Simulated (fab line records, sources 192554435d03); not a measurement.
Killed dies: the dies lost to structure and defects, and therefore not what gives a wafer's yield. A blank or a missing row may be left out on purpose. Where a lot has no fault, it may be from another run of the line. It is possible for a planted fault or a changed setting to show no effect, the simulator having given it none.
fab line records	flow n5Finfet
[record] lots = 6	wafers = 18	lastDay = 20
route steps=1938 shown BEOL_M15@1808 PASSIVATION@1936
lots that met no fault: taken from a fault-free run of the same line
startH: the number of hours between the record's first day and the start of the first shown wafer of the lot	waitH: hours since the lot's step before	" the same as in the row above	L1.1+2: several wafers, shown together as one row	- no value, or no start given	* or withheld: withheld	< > ~ a bound
route shown NAME@n: NAME is a module with steps in the file, n the number in the route of the first one	usual: mean/standard deviation of fault-free wafers	same: alike in all rows	chamber/n: place in a boat	sites: per-site readings	_std_site: standard deviation of those values	_edge_site: mean of outer sites minus mean of inner sites	radiusMm: how far each site lies from the wafer's centre	mask NAME#n: copy n	behind: the most recent tool/chamber to have shaped the wafer	hold: why the lot was held/for how many hours/how that ended	device: names the non-switching transistor (n, p or np)	end of line: the route-end tests of the same wafers	a step given without rows: its recipe and nothing more	killed: dies lost to structure and defects at the first sort, not the wafer's yield	map: dies across one wafer; x = killed, . = not, _ = none there
set.NAME: the setting as run; set.NAME@STEP: as run at that earlier step	model.NAME: the simulator's own value behind a step, which no gauge read
lots at selected steps of the route; one table per step, one row per wafer
services: from which hour (startH, from the record's first day; less than 0 if before it) a tool's chamber was out of use, for how many hours, and why
[[steps]]
[step N5_BEOL_M15_ETCH_61]
[recipe] chemistry = N2/H2	target = BARC	targetDepthA = 890	overetchA = 267	timeS = 67.9	ionEnergyEv = 200	pressureMtorr = 30	sourceW = 840	biasW = 150	n2FlowSccm = 200	h2FlowSccm = 200
[usual] drypumpMotorCurrentA = 5.8/0.57	oesProductAu = 0.67/0.059	rfVppV = 523.8/2.2	showerheadPlenumPTorr = 2.54/0.078	throttleValvePct = 18.00/0.18
lot.wafer	tool	chamber	startH	waitH	drypumpMotorCurrentA	oesProductAu	rfHoursCounterH	rfVppV	showerheadPlenumPTorr	throttleValvePct
L764.1	rieDiel-06	1	367.81	0.0	5.2	0.75	38	525.0	2.59	17.68
L764.2	"	3	"	"	5.3	0.66	111	525.2	2.56	18.24
L764.4	"	0	"	"	6.4	0.76	21	525.2	2.60	17.95
L774.1	rieDiel-06	2	385.22	0.0	6.4	0.62	211	521.5	2.41	18.10
L774.5	"	3	"	"	5.2	0.65	-	525.2	2.56	18.25
L774.6	"	2	"	"	6.4	0.62	-	521.1	2.42	18.07
L771.1	rieDiel-06	2	404.83	0.0	6.4	0.61	217	519.8	2.41	18.08
L771.3	"	0	"	"	6.4	0.74	33	524.4	2.59	17.97
L771.6	"	0	"	"	6.4	0.73	-	524.8	2.59	17.97
L775.1	rieDiel-06	3	416.43	0.0	5.2	0.64	126	525.3	2.55	18.27
L775.2	"	0	"	"	6.5	0.73	36	526.6	2.59	17.97
L775.4	"	2	"	"	6.4	0.61	221	521.2	2.41	18.10
L761.3	rieDiel-03	2	443.24	0.0	5.0	0.61	221	526.2	2.61	18.04
L761.4	"	1	"	"	6.1	0.59	224	520.6	2.41	17.76
L761.5	"	3	"	"	5.4	0.67	-	525.0	2.56	18.05
L777.2	rieDiel-03	0	462.51	0.0	5.6	0.78	18	523.3	2.49	17.78
L777.3	"	2	"	"	5.0	0.60	226	525.4	2.61	18.04
L777.5	"	0	"	"	5.5	0.78	-	523.3	2.49	17.75
[step N5_BEOL_M15_TRENCH_ETCH_34]
[recipe] chemistry = C4F8/O2/Ar	target = SiO2	targetDepthA = 8729.3	heInnerTorr = 15	heOuterTorr = 30	timeS = 199	ionEnergyEv = 800	pressureMtorr = 20	sourceW = 1905	biasW = 2040	Ar_flow_sccm = 400	C4F8_flow_sccm = 16	O2_flow_sccm = 12
[usual] C4F8_flow_sccm = 16.00/0.055	drypumpMotorCurrentA = 5.8/0.57	mfcArSccm = 399.9/1.2	oesProductAu = 0.79/0.074	rfVppV = 2228/20	showerheadPlenumPTorr = 3.44/0.097	throttleValvePct = 31.01/0.23
lot.wafer	tool	chamber	startH	waitH	C4F8_flow_sccm	drypumpMotorCurrentA	mfcArSccm	oesProductAu	rfHoursCounterH	rfVppV	showerheadPlenumPTorr	throttleValvePct
L764.1	rieDiel-06	1	367.86	0.0	15.99	5.2	399.2	0.88	38	2244	3.48	30.70
L764.2	"	3	"	"	16.00	5.2	400.4	0.77	111	2230	3.45	31.23
L764.4	"	0	"	"	15.99	6.4	400.6	0.90	21	2238	3.51	31.16
L774.1	rieDiel-06	2	385.27	0.0	16.03	6.4	398.9	0.72	211	2197	3.29	31.15
L774.5	"	3	"	"	16.04	5.2	398.2	0.76	-	2229	3.44	31.24
L774.6	"	2	"	"	16.06	6.4	398.2	0.72	-	2196	3.29	31.13
L771.1	rieDiel-06	2	404.88	0.0	16.04	6.4	399.8	0.71	217	2198	3.29	31.16
L771.3	"	0	"	"	15.96	6.4	398.2	0.87	33	2236	3.51	31.17
L771.6	"	0	"	"	15.99	6.5	399.1	0.87	-	2237	3.51	31.17
L775.1	rieDiel-06	3	416.48	0.0	16.02	5.2	399.4	0.74	126	2228	3.44	31.25
L775.2	"	0	"	"	16.04	6.4	399.8	0.86	36	2237	3.50	31.18
L775.4	"	2	"	"	16.01	6.4	400.3	0.71	221	2199	3.29	31.14
L761.3	rieDiel-03	2	443.29	0.0	16.06	5.0	401.1	0.70	221	2257	3.55	31.08
L761.4	"	1	"	"	15.96	6.1	402.9	0.69	224	2194	3.26	30.53
L761.5	"	3	"	"	15.99	5.4	398.5	0.80	-	2236	3.44	30.99
L777.2	rieDiel-03	0	462.56	0.0	15.91	5.6	399.3	0.91	18	2217	3.38	30.94
L777.3	"	2	"	"	16.04	5.0	399.4	0.69	226	2258	3.54	31.07
L777.5	"	0	"	"	15.98	5.6	400.5	0.91	-	2217	3.38	30.93
[step N5_BEOL_M15_STRIP_36]
[recipe] chemistry = O2	powerW = 600	tempC = 60	pressureMtorr = 30	rfFrequencyHz = 6e+07	biasPowerW = 0	overashFraction = 0.3	o2FlowSccm = 225
[step N5_BEOL_M15_STRIP_62]
[recipe] chemistry = O2	powerW = 600	tempC = 60	pressureMtorr = 30	rfFrequencyHz = 6e+07	biasPowerW = 0	overashFraction = 0.3	o2FlowSccm = 225
[step N5_BEOL_M15_STRIP_37]
[recipe] chemistry = O2	powerW = 600	tempC = 60	pressureMtorr = 30	rfFrequencyHz = 6e+07	biasPowerW = 0	overashFraction = 0.3	o2FlowSccm = 225
[step N5_BEOL_M15_ETCH_38]
[recipe] chemistry = CF4/N2	target = SiCN	targetDepthA = 1064	taperDeg = 2	timeS = 120.5	ionEnergyEv = 150	maskMaterial = SiO2	pressureMtorr = 40	sourceW = 430	biasW = 70	Ar_flow_sccm = 100	cf4FlowSccm = 60	n2FlowSccm = 60
[usual] drypumpMotorCurrentA = 5.8/0.55	mfcArSccm = 100.0/0.31	oesProductAu = 0.79/0.078	rfVppV = 382.2/1.9	showerheadPlenumPTorr = 2.20/0.07	throttleValvePct = 15.53/0.18
lot.wafer	tool	chamber	startH	waitH	drypumpMotorCurrentA	mfcArSccm	oesProductAu	rfHoursCounterH	rfVppV	showerheadPlenumPTorr	throttleValvePct
L764.1	rieDiel-06	1	-	-	5.2	99.7	0.88	39	381.4	2.24	15.24
L764.2	"	3	"	"	5.2	100.0	0.76	112	384.0	2.21	15.71
L764.4	"	0	"	"	6.4	100.0	0.90	22	384.0	2.26	15.44
L774.1	rieDiel-01	2	-	-	6.4	100.2	0.83	79	385.8	2.32	15.66
L774.5	"	3	"	"	6.0	99.5	0.85	-	379.6	2.14	15.51
L774.6	"	0	"	"	6.6	100.4	0.74	-	380.7	2.12	15.86
L771.1	rieDiel-03	1	-	-	6.1	99.9	0.70	213	379.0	2.09	15.21
L771.3	"	0	"	"	5.5	100.0	0.97	2	381.0	2.17	15.34
L771.6	"	3	"	"	5.3	100.7	0.80	-	382.9	2.22	15.54
L775.1	rieDiel-01	1	-	-	6.3	99.8	0.70	216	383.6	2.18	15.57
L775.2	"	2	"	"	6.4	100.0	0.81	88	385.3	2.32	15.69
L775.4	"	0	"	"	6.6	100.3	0.73	164	379.5	2.12	15.87
L761.3	rieDiel-03	3	-	-	5.3	99.5	0.78	116	381.9	2.21	15.57
L761.4	"	0	"	"	5.5	100.2	0.92	13	382.3	2.17	15.36
L761.5	"	1	"	"	6.1	99.9	0.69	-	379.9	2.09	15.25
L777.2	rieDiel-03	0	-	-	5.5	99.8	0.91	19	381.8	2.17	15.36
L777.3	"	2	"	"	5.0	99.6	0.70	227	383.1	2.27	15.68
L777.5	"	3	"	"	5.4	100.4	0.78	-	383.5	2.21	15.58
[step N5_BEOL_M15_PRECLEAN_39]
[recipe] chemistry = residueRemover	timeS = 60	tempC = 40
[step N5_BEOL_M15_SRD_40]
[recipe] timeS = 30	tempC = 23	rinseLiquid = diw	dry = n2Spin	spinRpm = 1500	dryTimeS = 30
[step N5_BEOL_M15_DEGAS_41]
[recipe] ambient = vacuum	tempC = 300	timeS = 60
[step N5_BEOL_M15_PRE_CLEAN_42]
[recipe] gas = H2/He	timeS = 30	tempC = 300
[usual] heaterPowerW = 466/38
lot.wafer	tool	chamber	startH	waitH	heaterPowerW
L764.1	pvdSputter-02	-	371.93	0.0	471
L764.2	"	-	"	"	465
L764.4	"	-	"	"	431
L774.1	pvdSputter-02	-	389.03	0.0	457
L774.5	"	-	"	"	465
L774.6	"	-	"	"	468
L771.1	pvdSputter-02	-	405.96	0.0	424
L771.3	"	-	"	"	466
L771.6	"	-	"	"	426
L775.1	pvdSputter-03	-	418.81	0.0	417
L775.2	"	-	"	"	420
L775.4	"	-	"	"	518
L761.3	pvdSputter-03	-	444.93	0.0	417
L761.4	"	-	"	"	416
L761.5	"	-	"	"	490
L777.2	pvdSputter-02	-	467.09	0.0	431
L777.3	"	-	"	"	465
L777.5	"	-	"	"	489
[step N5_BEOL_M15_SPUTTER_43]
[recipe] material = TaN	targetThkA = 150	tempC = 50	biasV = 168.6	powerW = 15000	chamberPressurePa = 0.12	timeS = 24.19
[usual] cathodeDcPowerW = 15000/2.5	throttleValvePct = 29.8/1.1
lot.wafer	tool	chamber	startH	waitH	cathodeDcPowerW	throttleValvePct
L764.1	pvdSputter-02	-	371.97	0.0	15002	31.0
L764.2	"	-	"	"	15002	27.1
L764.4	"	-	"	"	15004	29.8
L774.1	pvdSputter-02	-	389.07	0.0	14999	30.8
L774.5	"	-	"	"	15005	31.0
L774.6	"	-	"	"	14998	27.2
L771.1	pvdSputter-02	-	406.00	0.0	14998	29.9
L771.3	"	-	"	"	15006	26.9
L771.6	"	-	"	"	14998	30.1
L775.1	pvdSputter-03	-	418.85	0.0	15002	29.6
L775.2	"	-	"	"	15003	31.0
L775.4	"	-	"	"	15003	29.0
L761.3	pvdSputter-03	-	444.97	0.0	15002	29.6
L761.4	"	-	"	"	15000	31.0
L761.5	"	-	"	"	15003	30.5
L777.2	pvdSputter-02	-	467.13	0.0	15000	30.0
L777.3	"	-	"	"	15001	27.3
L777.5	"	-	"	"	14998	29.9
[step N5_BEOL_M15_SPUTTER_44]
[recipe] material = Ta	targetThkA = 150	tempC = 50	biasV = 80	powerW = 15000	chamberPressurePa = 0.07	timeS = 24.19
[usual] cathodeDcPowerW = 15000/2.9	throttleValvePct = 29.8/1.1
lot.wafer	tool	chamber	startH	waitH	cathodeDcPowerW	throttleValvePct	model.Ta_of_BEOL_M15_SPUTTER_44.thkNm
L764.1	pvdSputter-02	-	372.05	0.0	15002	31.1	15
L764.2	"	-	"	"	14998	27.6	15
L764.4	"	-	"	"	14998	30.0	15
L774.1	pvdSputter-02	-	389.15	0.0	13866	30.8	14.2
L774.5	"	-	"	"	13857	31.0	14.2
L774.6	"	-	"	"	13861	27.3	14
L771.1	pvdSputter-02	-	406.08	0.0	13863	30.0	14
L771.3	"	-	"	"	13864	26.9	13.8
L771.6	"	-	"	"	13861	29.9	14
L775.1	pvdSputter-03	-	418.93	0.0	14996	29.5	15.2
L775.2	"	-	"	"	14995	31.3	15
L775.4	"	-	"	"	15003	28.8	15.2
L761.3	pvdSputter-03	-	445.05	0.0	14994	29.6	15.4
L761.4	"	-	"	"	15008	31.1	15.4
L761.5	"	-	"	"	14999	30.8	15.4
L777.2	pvdSputter-02	-	467.21	0.0	15000	30.0	15
L777.3	"	-	"	"	14998	27.4	15
L777.5	"	-	"	"	15005	30.4	15.2
[step N5_BEOL_M15_SPUTTER_45]
[recipe] material = Cu	targetThkA = 1000	tempC = -20	biasV = 60	powerW = 26000	chamberPressurePa = 0.13	timeS = 16.67
[step N5_PASSIVATION_PROBE_49]
[usual] defectLimitedYield = 90.8/1.7	killed_at_M0_to_M3 = 37/12	killed_at_M4_up = 15/5.6	killedAtContacts = 13/6.9	killedAtFrontEnd = 40/11	killedAtOther = 4/3.2	killedDies = 109/20	killedOpen = 73/15	killedShort = 35/8.3	sort_bin_5_function = 5.4/1.1	sort_bin_6_memory = 3.5/0.73	sortNPass = 1071/20	sortYieldPct = 90.8/1.7
[same] grossDies = 1180	killedAtBackSide = 0	sort_bin_4_leakage[%] = 0	sort_bin_8_speed[%] = 0
lot.wafer	tool	chamber	startH	waitH	defectLimitedYield[%]	killed_at_M0_to_M3	killed_at_M4_up	killedAtContacts	killedAtFrontEnd	killedAtOther	killedDies	killedOpen	killedShort	sort_bin_5_function[%]	sort_bin_6_memory[%]	sortNPass	sortYieldPct[%]
L764.1	prober-01	-	387.53	0.0	92.0	47	6	10	30	1	94	60	34	4.6	3.1	1086	92.0
L764.2	prober-01	-	387.58	0.1	92.2	35	12	19	21	5	92	59	32	4.4	3.1	1088	92.2
L764.4	prober-01	-	387.68	0.2	91.4	26	24	14	36	2	102	79	22	4.4	3.9	1078	91.4
// killed by level:class
L764.1 BEOL_M0_SAQP:geometricParticle:short=11 BEOL_M0_SAQP:geometricParticle:open=8 BEOL_M3:geometricParticle:open=8 STI_FIN_REVEAL:geometricParticle:open=7 MOL_CONTACT_COAG:geometricParticle:open=7 BEOL_M2:geometricParticle:open=7 BEOL_M3:geometricParticle:short=6 GATE_CUT:geometricParticle:short=5
L764.2 MOL_CONTACT_COAG:geometricParticle:open=15 BEOL_M0_SAQP:geometricParticle:open=9 BEOL_M0_SAQP:geometricParticle:short=8 BEOL_M2:geometricParticle:open=6 BEOL_M3:geometricParticle:open=6 BEOL_M4:geometricParticle:open=6 FIN_SAQP:geometricParticle:short=5 FIN_SAQP:geometricParticle:open=4
L764.4 MOL_CONTACT_COAG:geometricParticle:open=13 STI_FIN_REVEAL:geometricParticle:open=11 BEOL_M4:geometricParticle:open=11 BEOL_M2:geometricParticle:open=9 FIN_SAQP:geometricParticle:open=5 BEOL_M3:geometricParticle:open=5 BEOL_M0_SAQP:geometricParticle:open=4 STARTING-WAFER:geometricParticle:open=4
[[services]]
tool	chamber	startH	hours	kind
rieDiel-03	0	385.10	-	clean
rieDiel-03	0	385.10	-	consumableReplace:focusRing
rieDiel-03	0	385.10	14.8	scheduledDown
rieDiel-03	0	385.10	14.8	ventCycle
rieDiel-03	-	403.77	0.4	repair
pvdSputter-03	-	415.65	1.7	repair
rieDiel-06	1	422.60	4.8	repair
rieDiel-06	3	441.09	5.5	repair
pvdSputter-02	-	455.79	2.5	repair
[[key]]
[firstSign] step = N5_BEOL_M15_SPUTTER_44	reading = cathodeDcPowerW	direction = down	sigmas = 99+	usual = *	struck = *
effect none on later readings
[modelEffect] step = N5_BEOL_M15_SPUTTER_44	value = Ta_of_BEOL_M15_SPUTTER_44.thkNm	without = 15.13	struck = 14.03
metAt N5_BEOL_M15_SPUTTER_44
struckWafers L771.1,L771.3,L771.6,L774.1,L774.5,L774.6
onsetBetween 372.05 389.15
[fault] kind = processParameterDrift	tool = pvdSputter-02	chamber = -	onsetH = 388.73	steps = N5_BEOL_M15_SPUTTER_44	channel = powerW	offset = *	shape = step	endH = 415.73	actsIn = *	stated = *
